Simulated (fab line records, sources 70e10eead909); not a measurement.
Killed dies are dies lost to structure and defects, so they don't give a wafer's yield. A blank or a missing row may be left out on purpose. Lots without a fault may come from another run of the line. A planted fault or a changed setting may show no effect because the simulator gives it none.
Which tool did it? | flow nand_harc | 6 lots, 17 wafers sampled, at 5 steps of a route of 1302

WHAT THE GAUGES READ, wafer by wafer
NHARC_END_SORT_01.
lot  | measured     | on        | killed_at_array
L813 | day 29 03:23 | prober-02 | 78 88 96

WHICH TOOL RAN EACH LOT (tool, then ch and the chambers of the sampled wafers, then the start)
lot  | NHARC_P_CONTACT_ETCH_36                       | NHARC_P_CONTACT_ETCH_18            | NHARC_P_CONTACT_ETCH_31                     | NHARC_P_CONTACT_CVD_23
L801 | rie_diel-03 ch 1,2, day 6 05:07 or earlier    | rie_diel-03 ch 0,1, day 6 05:07    | rie_diel-03 ch 0,1,2, no start              | cvd_w-01 ch 0,1, no start
L809 | rie_diel-12 ch 0, day 9 19:44 or earlier      | rie_diel-12 ch 0,3, day 9 19:44    | rie_diel-12 ch 2,3, no start                | cvd_w-01 ch 0,1, no start
L813 | rie_diel-12 ch 2,3, day 11 04:56 or earlier   | rie_diel-12 ch 0,1,3, day 11 04:56 | rie_diel-12 ch 0,2, day 29 03:23 or earlier | cvd_w-01 ch 0,1, day 29 03:23 or earlier
L819 | rie_diel-07 ch 0,2,3, day 14 02:19 or earlier | rie_diel-07 ch 0,1,2, day 14 02:19 | rie_diel-07 ch 0,1, no start                | cvd_w-01 ch 0,1, no start
L821 | rie_diel-07 ch 0,1,3, day 14 19:35 or earlier | rie_diel-07 ch 0,2,3, day 14 19:35 | rie_diel-07 ch 1,2,3, no start              | cvd_w-02 ch 0,1, no start
L823 | rie_diel-12 ch 0,2,3, day 15 06:56 or earlier | rie_diel-12 ch 0,1, day 15 06:56   | rie_diel-12 ch 0,1, no start                | cvd_w-01 ch 0,1, no start
- NHARC_P_CONTACT_ETCH_36: etches the open film in N2/H2, target depth 260 nm, time 406.25 s.
- NHARC_P_CONTACT_ETCH_18: etches the open film in C4F8/O2/Ar, target depth 481 nm, time 240.5 s.
- NHARC_P_CONTACT_ETCH_31: etches the open film in CH3F/O2, target depth 30 nm, time 85.7 s.
- NHARC_P_CONTACT_CVD_23: deposits W, target thk 200 nm, time 557 s.

THE ANSWER, worked out from the rows above alone
Rule: what is usual is taken from the lots themselves. Put in order of their means at a reading, lots are off if they are a third of the lots or fewer, leave a main group of 4 or more, and stand apart from it by a gap of 3 or more times the standard deviation of the main group's means; of several such gaps the widest counts. A main group whose means are all the same, to the digits that the tables above print for the reading, isn't used. A lot without any number at a reading at which 4 lots or more have one is off too. The other lots that the step has rows for count as sound.
No lot is off at any reading shown: from this, nothing can be told.

WHAT THE SIMULATOR HAD PUT IN
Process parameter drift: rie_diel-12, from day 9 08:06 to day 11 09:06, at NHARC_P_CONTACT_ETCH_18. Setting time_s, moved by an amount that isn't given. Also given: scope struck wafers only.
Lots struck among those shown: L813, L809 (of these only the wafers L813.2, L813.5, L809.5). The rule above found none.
